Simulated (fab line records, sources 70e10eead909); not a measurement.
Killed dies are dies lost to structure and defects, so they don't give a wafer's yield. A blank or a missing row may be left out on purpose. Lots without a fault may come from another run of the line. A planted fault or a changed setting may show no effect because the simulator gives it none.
Chamber matching | flow nand_harc | NHARC_A_M1_DESCUM_14 on rie_diel-07: 4 sister chambers
The step chemistry O2, time 3 s. 8 wafers are shown with their chamber, then 7 later ones without.

WAFERS WITH THEIR CHAMBER
wafer  | chamber | oes_product_au (a.u.) | rf_vpp_V (V)
L076.2 | 1       | 0.986                 | 58.8
L085.2 | 3       | 1.002                 | 59.0
L085.6 | 2       | 0.989                 | 57.9
L086.2 | 0       | 1.008                 | 56.9
L086.3 | 1       | 0.985                 | 58.8
L086.4 | 3       | 0.994                 | 57.4
L087.2 | 0       | 0.997                 | 58.6
L087.4 | 2       | 0.995                 | 57.7

WAFERS WITHOUT THEIR CHAMBER
wafer  | oes_product_au (a.u.) | rf_vpp_V (V)
L087.5 | 1.000                 | 57.5
L088.3 | 0.996                 | 56.7
L088.5 | 1.005                 | 58.5
L088.6 | 0.984                 | 57.7
L095.1 | 0.992                 | 56.3
L095.2 | 0.995                 | 59.4
L095.6 | 1.000                 | 58.6

WHICH CHAMBER EACH WENT THROUGH
wafer  | from the rows above               | in truth
L087.5 | can't be placed: 0 or 3 or 2      | 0
L088.3 | can't be placed: 2 or 0 or 3 or 1 | 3
L088.5 | can't be placed: 0 or 3 or 2      | 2
L088.6 | can't be placed: 1 or 2 or 3      | 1
L095.1 | can't be placed: 2 or 3 or 0 or 1 | 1
L095.2 | can't be placed: 3 or 1 or 2 or 0 | 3
L095.6 | can't be placed: 3 or 0 or 2      | 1
Placed correctly: 0 of 7. Can't be placed from these rows: 7 (the true chamber is among the candidates in 6). Placed wrongly: 0.
How it was worked out, from the rows above alone: a wafer's distance from a chamber is the root of the sum, over the readings, of the square of ((its reading less the chamber's mean) divided by the reading's scatter). The wafer belongs to the nearest chamber; if the next one is less than 2 further off, it can't be placed. A chamber's mean is the mean of its shown wafers. The scatter: the root of (the sum of the squares of (reading less its chamber's mean) over the shown wafers, divided by (wafers less chambers)).
